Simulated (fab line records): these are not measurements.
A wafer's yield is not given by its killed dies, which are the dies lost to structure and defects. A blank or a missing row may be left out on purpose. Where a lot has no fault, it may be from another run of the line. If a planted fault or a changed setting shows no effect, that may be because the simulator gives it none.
Problem report, 8D (eight disciplines) form, completed by code + flow n5Finfet + the parts of the form that need people (team, actions taken, sign-off) are left out

1. THE PROBLEM
Wafers without a fault read 64.6 s, standard deviation 2; etchRfOnTimeS at N5_BEOL_M9_ETCH_61 reads a mean of 48.5 s on 3 wafers belonging to 2 lots. That is -8.1 standard deviations from the usual mean.
The step: etches SiARC in CF4, target depth 39 nm, time 65 s.
First seen on wafer L891.6, day 12 23:23, on rieDiel-01. Wafers with a number at this step in the record: 29, from 11 lots. By rule, "out" or "out of limits" means more than 4 standard deviations away from the usual mean. All remaining wafers that have a number are taken as sound.

2. WHAT IT IS AND WHAT IT IS NOT
| question                    | is                     | is not                                                                           |
|-----------------------------|------------------------|----------------------------------------------------------------------------------|
| which readings at this step | etchRfOnTimeS          | drypumpMotorCurrentA, mfcArSccm, rfVppV, showerheadPlenumPTorr, throttleValvePct |
| which lots                  | L891, L893             | L880, L882, L883, L884, L885, L886, L887, L899, L901                             |
| which wafers of those lots  | L891.6, L893.5, L893.6 | L891.3                                                                           |
| read on which tools         | rieDiel-01             | rieDiel-02, rieDiel-03                                                           |
| when                        | from day 12 23:23      | up to then (21 sound wafers); but 5 sound wafers of L899, L901 came after        |

3. WHAT RULES OUT EACH SUSPECT
Counting: a tool at a process step up to the reading stays a suspect if it ran every lot that is out. Sound lots after the first of them don't rule it out here, since some wafers of a struck lot are sound.
- rieDiel-01 at N5_BEOL_M9_ETCH_61 (etches SiARC in CF4, target depth 39 nm, time 65 s): kept. It ran every lot that is out, first L891 (day 12 23:23); its last sound lot up to then is L886 (day 11 20:18). On those wafers its own readings are out: etchRfOnTimeS.
- Within rieDiel-01 at N5_BEOL_M9_ETCH_61: the wafers that are out ran in chambers 2, 3; their sound lot-mates ran in chamber 0.
After counting, what remains is rieDiel-01 at N5_BEOL_M9_ETCH_61.

4. THE CAUSE (what the simulator had put in)
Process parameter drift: rieDiel-01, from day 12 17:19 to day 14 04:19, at N5_BEOL_M9_ETCH_61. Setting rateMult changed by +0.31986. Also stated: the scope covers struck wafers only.
Only this tool survived the counting.

5. THE EFFECT CHAIN, in route order
Each row: a reading whose mean over the struck wafers that have a number lies more than 3 standard deviations from the usual. Readings are gone through only where the record gives a usual standard deviation; hours: the median, over the lots, of the time from a lot's start at the first step in this table giving one to that lot's start at this step; sigmas: the change measured in usual standard deviations.
| hours | step               | reading       | usual  | on struck wafers | change | sigmas |
|-------|--------------------|---------------|--------|------------------|--------|--------|
| 0     | N5_BEOL_M9_ETCH_61 | etchRfOnTimeS | 64.6 s | 48.5             | -16.1  | -8.1   |
Here are the process steps it includes:
- N5_BEOL_M9_ETCH_61: etches SiARC in CF4, target depth 39 nm, time 65 s.

6. HOW IT WOULD HAVE BEEN CAUGHT EARLIER
The fault began at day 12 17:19; the first out-of-limits reading in this record came at day 12 23:23, 6 hours later.
